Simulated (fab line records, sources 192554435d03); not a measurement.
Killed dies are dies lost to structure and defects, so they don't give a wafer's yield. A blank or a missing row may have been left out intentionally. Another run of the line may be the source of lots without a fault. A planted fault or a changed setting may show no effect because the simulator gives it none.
Chamber matching ; flow n5-finfet ; pecvd-04 running N5_BEOL_M1_ILD_DEP_00: 3 sister chambers
The step deposits SiOC from DEMS/O2, target thk 79 nm, time 15.3 s. 6 wafers are shown with their chamber, then 9 later ones without.

## WAFERS, EACH WITH ITS CHAMBER
wafer;chamber;showerhead-vpp-V (V);throttle-valve-pct (%)
L624.1;1;1348;13.6
L624.3;0;1537;12.1
L624.4;2;1331;12.0
L636.1;2;1331;11.9
L636.3;0;1528;12.3
L636.4;1;1352;13.5

## WAFERS MISSING THEIR CHAMBER
wafer;showerhead-vpp-V (V);throttle-valve-pct (%)
L637.2;1536;12.1
L637.5;1333;12.3
L637.6;1541;12.2
L638.2;1365;13.4
L638.5;1360;13.3
L638.6;1573;12.1
L639.1;1543;12.1
L639.5;1361;13.5
L639.6;1520;12.0

## EACH ONE'S CHAMBER
wafer;from the rows above;in truth
L637.2;0;0
L637.5;2;2
L637.6;0;0
L638.2;1;1
L638.5;1;1
L638.6;0;0
L639.1;0;0
L639.5;1;1
L639.6;0;0
9 of 9 placed correctly. Can't be placed from these rows: 0. Wrongly placed: 0.
How it was worked out, from the rows above alone: a wafer's distance from a chamber is the root of the sum, over the readings, of the square of ((its reading less the chamber's mean) divided by the reading's scatter). The wafer belongs to the nearest chamber; if the next one is less than 2 further off, it can't be placed. Each chamber's mean is taken over the wafers shown for it. How the scatter is found: for the shown wafers, subtract from each reading the mean of its chamber, square and add these, divide the total by (wafers less chambers), then take the root.
